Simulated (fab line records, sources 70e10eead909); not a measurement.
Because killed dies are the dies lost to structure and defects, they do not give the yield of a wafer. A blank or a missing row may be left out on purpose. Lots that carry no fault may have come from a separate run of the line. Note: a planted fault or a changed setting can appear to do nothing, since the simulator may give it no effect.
Which tool was responsible? :: flow nand harc :: 39 wafers from 13 lots sampled at 5 of the route's 1302 steps

== WHAT EACH GAUGE READ, for each wafer ==
NHARC_END_SORT_01.
lot: L373
measured: day 24 19:07
on: prober-01
killed at array: 72 67 59
killed at other: 0 0 0
killed at periphery: 2 1 2
killed dies: 74 68 61
killed open: 6 2 2
killed short: 3 1 3

lot: L375
measured: day 25 05:29
on: prober-01
killed at array: 55 50 55
killed at other: 0 1 1
killed at periphery: 3 0 1
killed dies: 58 51 57
killed open: 4 1 4
killed short: 2 1 4

lot: L378
measured: day 27 06:52
on: prober-01
killed at array: 34 27 34
killed at other: 4 2 0
killed at periphery: 4 8 3
killed dies: 42 37 37
killed open: 8 6 4
killed short: 1 2 3

lot: L380
measured: day 27 11:55
on: prober-02
killed at array: 77 77 80
killed at other: 0 1 1
killed at periphery: 4 2 2
killed dies: 81 80 83
killed open: 4 2 4
killed short: 2 1 6

lot: L381
measured: day 27 23:46
on: prober-01
killed at array: 674 673 674
killed at other: 0 2 0
killed at periphery: 3 2 3
killed dies: 677 677 677
killed open: 5 5 2
killed short: 1 4 0

lot: L382
measured: day 28 00:34
on: prober-02
killed at array: 670 670 673
killed at other: 4 2 2
killed at periphery: 3 5 2
killed dies: 677 677 677
killed open: 2 1 2
killed short: 0 2 0

lot: L384
measured: day 28 19:41
on: prober-01
killed at array: 671 670 673
killed at other: 1 0 0
killed at periphery: 5 7 4
killed dies: 677 677 677
killed open: 5 4 4
killed short: 2 2 0

lot: L383
measured: day 28 10:22
on: prober-02
killed at array: 51 41 39
killed at other: 1 0 0
killed at periphery: 5 5 0
killed dies: 57 46 39
killed open: 4 3 2
killed short: 3 0 1

lot: L391
measured: day 32 06:52
on: prober-01
killed at array: 60 57 47
killed at other: 4 0 3
killed at periphery: 4 8 1
killed dies: 68 65 51
killed open: 4 4 1
killed short: 3 2 2

lot: L392
measured: day 32 06:04
on: prober-02
killed at array: 87 71 67
killed at other: 0 1 1
killed at periphery: 3 8 9
killed dies: 90 80 77
killed open: 5 4 4
killed short: 1 0 4

lot: L394
measured: day 33 03:52
on: prober-02
killed at array: 26 27 28
killed at other: 1 0 1
killed at periphery: 3 3 3
killed dies: 30 30 32
killed open: 4 2 4
killed short: 6 4 3

lot: L396
measured: day 33 21:13
on: prober-02
killed at array: 55 44 55
killed at other: 0 0 1
killed at periphery: 3 3 3
killed dies: 58 47 59
killed open: 2 3 4
killed short: 3 0 2

lot: L395
measured: day 33 11:53
on: prober-01
killed at array: 84 73 60
killed at other: 2 2 0
killed at periphery: 16 14 14
killed dies: 102 89 74
killed open: 7 5 5
killed short: 3 4 2

== WHAT TOOL EACH LOT RAN ON (gives the tool, then ch and the chambers of the sampled wafers, and finally the start) ==
lot: L373
NHARC_A_WL_FILL_STRIP_27: plasma asher-02 ch 0,1, day 20 18:02
NHARC_A_WL_FILL_ETCHBACK_26: rie si-02 ch 1,3, day 21 11:59
NHARC_A_WL_FILL_ALD_19: ald metal-02 ch 0,1,3, day 21 12:17
NHARC_A_CONTACT_DEP_29: pecvd-02 ch 0,2, day 21 18:03

lot: L375
NHARC_A_WL_FILL_STRIP_27: plasma asher-02 ch 0,1, day 21 07:43
NHARC_A_WL_FILL_ETCHBACK_26: rie si-04 ch 1,2,3, day 22 01:21
NHARC_A_WL_FILL_ALD_19: ald metal-01 ch 1,2,3, day 22 01:37
NHARC_A_CONTACT_DEP_29: pecvd-03 ch 0,1, day 22 08:01

lot: L378
NHARC_A_WL_FILL_STRIP_27: plasma asher-02 ch 0,1, day 23 00:13
NHARC_A_WL_FILL_ETCHBACK_26: rie si-03 ch 0,1,3, day 23 15:58
NHARC_A_WL_FILL_ALD_19: ald metal-02 ch 0,1,2, day 23 16:13
NHARC_A_CONTACT_DEP_29: pecvd-02 ch 1,2, day 23 22:01

lot: L380
NHARC_A_WL_FILL_STRIP_27: plasma asher-01 ch 0,1, day 23 07:13
NHARC_A_WL_FILL_ETCHBACK_26: rie si-04 ch 1,3, day 23 22:59
NHARC_A_WL_FILL_ALD_19: ald metal-01 ch 2,3, day 23 23:14
NHARC_A_CONTACT_DEP_29: pecvd-03 ch 0,2, day 24 09:45

lot: L381
NHARC_A_WL_FILL_STRIP_27: plasma asher-02 ch 0,1, day 23 21:14
NHARC_A_WL_FILL_ETCHBACK_26: rie si-04 ch 0,1,2, day 24 13:38
NHARC_A_WL_FILL_ALD_19: ald metal-02 ch 0,1,3, day 24 13:57
NHARC_A_CONTACT_DEP_29: -

lot: L382
NHARC_A_WL_FILL_STRIP_27: plasma asher-01 ch 0,1, day 23 21:19
NHARC_A_WL_FILL_ETCHBACK_26: rie si-03 ch 0,1,3, day 24 13:40
NHARC_A_WL_FILL_ALD_19: ald metal-01 ch 2,3, day 24 13:56
NHARC_A_CONTACT_DEP_29: -

lot: L384
NHARC_A_WL_FILL_STRIP_27: plasma asher-02 ch 0,1, day 24 15:13
NHARC_A_WL_FILL_ETCHBACK_26: rie si-02 ch 0,1,2, day 25 06:26
NHARC_A_WL_FILL_ALD_19: ald metal-01 ch 0,2, day 25 06:42
NHARC_A_CONTACT_DEP_29: -

lot: L383
NHARC_A_WL_FILL_STRIP_27: plasma asher-01 ch 0,1, day 24 15:22
NHARC_A_WL_FILL_ETCHBACK_26: rie si-04 ch 0,1,3, day 25 06:24
NHARC_A_WL_FILL_ALD_19: ald metal-02 ch 0,1,2, day 25 06:42
NHARC_A_CONTACT_DEP_29: pecvd-03 ch 0,1, day 25 13:33

lot: L391
NHARC_A_WL_FILL_STRIP_27: plasma asher-01 ch 0,1, day 28 03:56
NHARC_A_WL_FILL_ETCHBACK_26: rie si-04 ch 0,1,3, day 28 21:22
NHARC_A_WL_FILL_ALD_19: ald metal-02 ch 0,3, day 28 21:37
NHARC_A_CONTACT_DEP_29: pecvd-03 ch 0,1, day 29 05:55

lot: L392
NHARC_A_WL_FILL_STRIP_27: plasma asher-02 ch 0,1, day 28 07:47
NHARC_A_WL_FILL_ETCHBACK_26: rie si-02 ch 0,3, day 29 00:25
NHARC_A_WL_FILL_ALD_19: ald metal-01 ch 2,3, day 29 00:41
NHARC_A_CONTACT_DEP_29: pecvd-03 ch 1,2, day 29 08:44

lot: L394
NHARC_A_WL_FILL_STRIP_27: plasma asher-02 ch 0,1, day 29 03:04
NHARC_A_WL_FILL_ETCHBACK_26: rie si-04 ch 0,2,3, day 29 19:31
NHARC_A_WL_FILL_ALD_19: ald metal-01 ch 0,3, day 29 19:47
NHARC_A_CONTACT_DEP_29: pecvd-03 ch 1,2, day 30 02:06

lot: L396
NHARC_A_WL_FILL_STRIP_27: plasma asher-01 ch 0,1, day 29 14:56
NHARC_A_WL_FILL_ETCHBACK_26: rie si-04 ch 0,2, day 30 10:28
NHARC_A_WL_FILL_ALD_19: ald metal-02 ch 0,1, day 30 10:44
NHARC_A_CONTACT_DEP_29: pecvd-04 ch 0,1, day 30 19:49

lot: L395
NHARC_A_WL_FILL_STRIP_27: plasma asher-02 ch 0,1, day 29 15:13
NHARC_A_WL_FILL_ETCHBACK_26: rie si-03 ch 0,2,3, day 30 07:29
NHARC_A_WL_FILL_ALD_19: ald metal-02 ch 0,2, day 30 07:45
NHARC_A_CONTACT_DEP_29: pecvd-02 ch 1,2, day 30 13:41
- NHARC_A_WL_FILL_STRIP_27: strips in N2/H2, time 20 s.
- NHARC_A_WL_FILL_ETCHBACK_26: etches the open film in HBr, target depth 52 nm, time 13.3 s.
- NHARC_A_WL_FILL_ALD_19: deposits TiN, target thk 2 nm, pulse time 3 s, ald cycles 100.
- NHARC_A_CONTACT_DEP_29: deposits SiON, target thk 100 nm.

== WHAT THE TOOLS THEMSELVES READ (means of the sampled wafers that have a number; where no wafer has one, the mark that the record gives instead) ==
NHARC_A_WL_FILL_STRIP_27.
lot: L373
tool: plasma asher-02
drypump motor current A (A): 6.3
heater power w (W): 287

lot: L375
tool: plasma asher-02
drypump motor current A (A): 6.3
heater power w (W): 281

lot: L378
tool: plasma asher-02
drypump motor current A (A): 6.3
heater power w (W): 292

lot: L380
tool: plasma asher-01
drypump motor current A (A): 5.1
heater power w (W): 309

lot: L381
tool: plasma asher-02
drypump motor current A (A): 6.3
heater power w (W): 289

lot: L382
tool: plasma asher-01
drypump motor current A (A): 5.1
heater power w (W): 311

lot: L384
tool: plasma asher-02
drypump motor current A (A): 6.3
heater power w (W): 294

lot: L383
tool: plasma asher-01
drypump motor current A (A): 5.1
heater power w (W): 307

lot: L391
tool: plasma asher-01
drypump motor current A (A): 5.1
heater power w (W): 306

lot: L392
tool: plasma asher-02
drypump motor current A (A): 6.2
heater power w (W): 321

lot: L394
tool: plasma asher-02
drypump motor current A (A): 6.2
heater power w (W): 316

lot: L396
tool: plasma asher-01
drypump motor current A (A): 4.9
heater power w (W): 338

lot: L395
tool: plasma asher-02
drypump motor current A (A): 6.3
heater power w (W): 317

NHARC_A_WL_FILL_ETCHBACK_26.
lot: L373
tool: rie si-02
drypump motor current A (A): 5.8
oes product au (a.u.): 1.010
throttle valve pct (%): 23.267

lot: L375
tool: rie si-04
drypump motor current A (A): 5.4
oes product au (a.u.): 0.999
throttle valve pct (%): 23.262

lot: L378
tool: rie si-03
drypump motor current A (A): 5.8
oes product au (a.u.): 0.982
throttle valve pct (%): 23.272

lot: L380
tool: rie si-04
drypump motor current A (A): 5.2
oes product au (a.u.): 1.004
throttle valve pct (%): 23.272

lot: L381
tool: rie si-04
drypump motor current A (A): 5.5
oes product au (a.u.): 1.000
throttle valve pct (%): 23.270

lot: L382
tool: rie si-03
drypump motor current A (A): 5.7
oes product au (a.u.): 0.987
throttle valve pct (%): 23.270

lot: L384
tool: rie si-02
drypump motor current A (A): 5.7
oes product au (a.u.): 1.002
throttle valve pct (%): 23.271

lot: L383
tool: rie si-04
drypump motor current A (A): 5.3
oes product au (a.u.): 0.995
throttle valve pct (%): 23.268

lot: L391
tool: rie si-04
drypump motor current A (A): 5.3
oes product au (a.u.): 0.991
throttle valve pct (%): 23.268

lot: L392
tool: rie si-02
drypump motor current A (A): 5.6
oes product au (a.u.): 1.010
throttle valve pct (%): 23.260

lot: L394
tool: rie si-04
drypump motor current A (A): 5.5
oes product au (a.u.): 1.004
throttle valve pct (%): 23.266

lot: L396
tool: rie si-04
drypump motor current A (A): 5.6
oes product au (a.u.): 1.007
throttle valve pct (%): 23.269

lot: L395
tool: rie si-03
drypump motor current A (A): 5.8
oes product au (a.u.): 0.994
throttle valve pct (%): 23.265

NHARC_A_WL_FILL_ALD_19.
lot: L373
tool: ald metal-02
heater power outer w (W): 704
heater power w (W): 1032
precursor pulse height rel: 0.976

lot: L375
tool: ald metal-01
heater power outer w (W): 761
heater power w (W): 1126
precursor pulse height rel: 0.993

lot: L378
tool: ald metal-02
heater power outer w (W): 690
heater power w (W): 1058
precursor pulse height rel: 0.987

lot: L380
tool: ald metal-01
heater power outer w (W): 739
heater power w (W): 1069
precursor pulse height rel: 0.984

lot: L381
tool: ald metal-02
heater power outer w (W): -
heater power w (W): -
precursor pulse height rel: -

lot: L382
tool: ald metal-01
heater power outer w (W): -
heater power w (W): -
precursor pulse height rel: -

lot: L384
tool: ald metal-01
heater power outer w (W): -
heater power w (W): -
precursor pulse height rel: -

lot: L383
tool: ald metal-02
heater power outer w (W): 704
heater power w (W): 1065
precursor pulse height rel: 1.011

lot: L391
tool: ald metal-02
heater power outer w (W): 672
heater power w (W): 1025
precursor pulse height rel: 1.010

lot: L392
tool: ald metal-01
heater power outer w (W): 741
heater power w (W): 1069
precursor pulse height rel: 1.015

lot: L394
tool: ald metal-01
heater power outer w (W): 732
heater power w (W): 1062
precursor pulse height rel: 0.995

lot: L396
tool: ald metal-02
heater power outer w (W): 743
heater power w (W): 1071
precursor pulse height rel: 0.987

lot: L395
tool: ald metal-02
heater power outer w (W): 656
heater power w (W): 1047
precursor pulse height rel: 1.000

NHARC_A_CONTACT_DEP_29.
lot: L373
tool: pecvd-02
heater power w (W): 817

lot: L375
tool: pecvd-03
heater power w (W): 785

lot: L378
tool: pecvd-02
heater power w (W): 705

lot: L380
tool: pecvd-03
heater power w (W): 786

lot: L383
tool: pecvd-03
heater power w (W): 733

lot: L391
tool: pecvd-03
heater power w (W): 803

lot: L392
tool: pecvd-03
heater power w (W): 829

lot: L394
tool: pecvd-03
heater power w (W): 821

lot: L396
tool: pecvd-04
heater power w (W): 678

lot: L395
tool: pecvd-02
heater power w (W): 684

== THE ANSWER, worked out from the rows above alone ==
Rule: what is usual is taken from the lots themselves. The widest of any qualifying gaps counts: lots, ordered by their means at a reading, are off when they make up no more than a third of the lots, leave a main group of 4 or more, and stand apart from it by 3 or more times the standard deviation of that group's means. The tables above print the reading to a certain number of digits; a main group whose means all agree to those digits is not used. Also off: a lot with no number at a reading for which 4 or more lots have one. The other lots that the step has rows for count as sound. First the gauges in route order, then the tools' own readings, where a lot's mean is used as printed above. The first step at which some lot is off is used, and at that step the reading that is off furthest; a lot without a number counts as furthest.
Off at NHARC_END_SORT_01 (killed at array): L381, L382, L384. Main group: mean 55, sd 17.
A tool fits if, at a process step before that reading, it ran every lot that is off, and no sound lot after the first of them. The gauges at NHARC_END_SORT_01 aren't tried: what is off there is off at NHARC_A_WL_FILL_ALD_19 too, on other tools, and a gauge's error can't cause that. Of those tried, none fits.

== WHAT THE SIMULATOR HAD PUT IN ==
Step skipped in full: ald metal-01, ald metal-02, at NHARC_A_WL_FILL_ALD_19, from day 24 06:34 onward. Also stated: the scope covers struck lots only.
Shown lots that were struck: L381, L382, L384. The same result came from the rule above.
